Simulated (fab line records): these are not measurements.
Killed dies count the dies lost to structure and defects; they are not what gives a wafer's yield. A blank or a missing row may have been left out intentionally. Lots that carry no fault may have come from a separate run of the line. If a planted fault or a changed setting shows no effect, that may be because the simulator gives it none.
A struck lot beside a sound one / flow n5Finfet / 40 steps out of a route of 1938
Sound: wafers L317.2, L317.5, L317.6. Struck: wafer L323.1 (left out: L323.4, L323.6 of the same lot, which were not struck); the cause appears at the end.
At each step with rows: each side's tool, then ch and its chambers, then its first start. Under that, the readings that differ: sound wafers / struck wafers / difference of the means / sigmas: that difference in standard deviations of wafers without a fault.
alike: readings whose means differ by less than 2 such deviations, and words and numbers that are the same on both sides. not compared: withheld readings, readings that some wafer has no value for, bounds like >300 that may hide the same value, and numbers for which the record gives no deviation and whose values overlap.
A row with sigmas, a row that says differs or no value, or rows on one side alone: a step with any of these is where the two part. Numbers that don't overlap but have no deviation are shown without sigmas and don't part them. Lack of a reading on every wafer of one side parts them only where that side has two or more wafers.

first, 10 steps without rows for these wafers: N5_PMOS_HMC_CHANNEL_EPI_PRECLEAN_37 (cleans in O3/DIW, time 45 s); N5_PMOS_HMC_CHANNEL_EPI_PRECLEAN_24 (cleans in DHF, time 30 s); N5_PMOS_HMC_CHANNEL_EPI_SRD_25 (time 30 s); N5_PMOS_HMC_CHANNEL_EPI_EPI_26 (deposits Si from SiH4/H2, target thk 3.8 nm, time 22.7 s); N5_FIN_SAQP_PRECLEAN_42 (cleans in O3/DIW, time 60 s); N5_FIN_SAQP_PRECLEAN_00 (cleans in SC1, time 60 s); N5_FIN_SAQP_PRECLEAN_44 (cleans in SC2, time 45 s); N5_FIN_SAQP_SRD_01 (time 30 s); N5_FIN_SAQP_ALD_61 (deposits SiO2, target thk 4 nm, pulse time 1 s, purge time 2 s); N5_FIN_SAQP_DENSIFY_62 (time 60 s).
N5_FIN_SAQP_HM_DEP_03: deposits SiNx from SiH4/NH3/N2, target thk 38 nm, time 33.6 s.
  sound on pecvd-02 ch 0,1, day 3 03:37; struck on pecvd-02 ch 0, day 4 15:13
reading=model.SiNx_of_FIN_SAQP_HM_DEP_03.thkNm (nm); sound=38.17 38.69 38.47; struck=19.05; difference=-19.39; sigmas=
  alike: heaterPowerW, showerheadPlenumPTorr, throttleValvePct
N5_FIN_SAQP_THK_MEAS_05:
  sound: filmMetro-01 at day 3 03:43; struck: filmMetro-02 at day 4 15:19
reading=thkNm (nm); sound=38.2 38.7 38.5; struck=19.0; difference=-19.5; sigmas=-41
then, 24 steps without rows for these wafers: N5_FIN_SAQP_PECVD_47 (deposits a-Si from SiH4/He, target thk 45 nm, time 36.3 s); N5_FIN_SAQP_PECVD_48 (deposits SiNx from SiH4/NH3/N2, target thk 25 nm, time 22.1 s); N5_FIN_SAQP_PECVD_06 (deposits a-Si from SiH4/He, target thk 60 nm, time 48.1 s); N5_FIN_SAQP_HM_DEP_72 (deposits SiO2 from SiH4/N2O, target thk 12 nm, time 7.2 s); N5_FIN_SAQP_COAT_49 (time 60 s, resist thk 100 nm); N5_FIN_SAQP_COAT_50 (time 60 s, resist thk 35 nm); N5_FIN_SAQP_COAT_10 (resist thk 90 nm); N5_FIN_SAQP_EBR_12; N5_FIN_SAQP_SOFTBAKE_11 (time 60 s); N5_FIN_SAQP_EXPOSE_13 (exposes mask FIN CORE, target cd 35.6 nm); N5_FIN_SAQP_PEB_14 (peb time 60 s); N5_FIN_SAQP_DEVELOP_15 (develop time 30 s); N5_FIN_SAQP_DESCUM_21 (chemistry O2, time 7.9 s); N5_FIN_SAQP_ETCH_51 (etches SiARC in CF4, target depth 45.5 nm, time 75.8 s); N5_FIN_SAQP_ETCH_52 (etches SOC in N2/H2, target depth 100 nm, overetch 20 nm, time 150 s); N5_FIN_SAQP_STRIP_53 (strips in N2/H2); N5_FIN_SAQP_HM_OPEN_73 (chemistry CHF3/O2, target SiO2, stops on a-Si, target depth 12 nm, time 16.8 s); N5_FIN_SAQP_STRIP_74 (strips in CHF3/O2); N5_FIN_SAQP_MANDREL_ETCH_22 (etches a-Si in HBr/Cl2, stops on SiNx, target depth 60 nm, bt time 10 s, time 30 s); N5_FIN_SAQP_STRIP_55 (strips in N2/H2); N5_FIN_SAQP_STRIP_23 (strips in SPM, time 750 s); N5_FIN_SAQP_SRD_66 (time 30 s); N5_FIN_SAQP_RECESS_75 (chemistry HF/NH3, target SiO2, target depth 14.4 nm, afs cycles 3, sublimation time 60 s); N5_FIN_SAQP_SPACER1_ALD_24 (deposits SiO2, target thk 20.3 nm, pulse time 1 s, purge time 2 s).
N5_FIN_SAQP_HM_OPEN_33: chemistry CH3F/O2, target SiNx, target depth 49.4 nm, time 70.6 s.
  sound on rieDiel-06 ch 2,3, day 3 08:16; struck on rieDiel-05 ch 1, day 4 20:28
reading=etchRfOnTimeS (s); sound=69.5 70.5 70.1; struck=34.3; difference=-35.7; sigmas=-26
reading=model.etch.depthNm (nm); sound=37.54 38.07 37.84; struck=18.42; difference=-19.40; sigmas=
  alike: CH3F_flow_sccm, biasW, drypumpMotorCurrentA, oesProductAu, rfVppV, showerheadPlenumPTorr, throttleValvePct
  not compared: rfHoursCounterH, model.FIN_SAQP.cdNm
N5_FIN_SAQP_FIN_ETCH_36: etches the open film in HBr/Cl2/O2, target depth 120 nm, time 50.4 s.
  sound on rieSi-04 ch 1,2,3, day 3 08:32; struck on rieSi-04 ch 3, day 4 20:46
  alike: biasW, drypumpMotorCurrentA, oesProductAu, throttleValvePct
  not compared: rfHoursCounterH, model.FIN_SAQP.cdNm
N5_STI_FIN_REVEAL_RECESS_09: chemistry HF/NH3, target SiO2, afs cycles 11, target depth 42.5 nm, sublimation time 60 s.
  sound on vaporEtch-02 ch 0,1, day 3 17:13; struck on vaporEtch-02 ch 0, day 5 05:04
reading=model.SiNx_of_FIN_SAQP_HM_DEP_03.thkNm (nm); sound=18.2 19 19; struck=0; difference=-19; sigmas=
  alike: drypumpMotorCurrentA
-- here the record skips 5 days between the struck wafers' starts before and after, leaving off in module STI_FIN_REVEAL and picking up in module BEOL_M4 (first step shown: number 1111 of the route) --
N5_BEOL_M4_RC_MEAS_101:
  sound on prober-02 ch 0, day 10 02:10; struck on prober-01 ch 0, day 10 11:14
  alike: DIBL_N, DIBL_P, IOFF_N, IOFF_P, ION_N, ION_P, SS_N, SS_P, VT_N, VT_P

## WHERE THEY PART
First at N5_FIN_SAQP_THK_MEAS_05; last, within this record, at N5_FIN_SAQP_HM_OPEN_33. Later steps at which nothing parts them and some readings are alike: N5_FIN_SAQP_FIN_ETCH_36, N5_STI_FIN_REVEAL_RECESS_09, N5_BEOL_M4_RC_MEAS_101.

WHY: the cause the simulator had injected
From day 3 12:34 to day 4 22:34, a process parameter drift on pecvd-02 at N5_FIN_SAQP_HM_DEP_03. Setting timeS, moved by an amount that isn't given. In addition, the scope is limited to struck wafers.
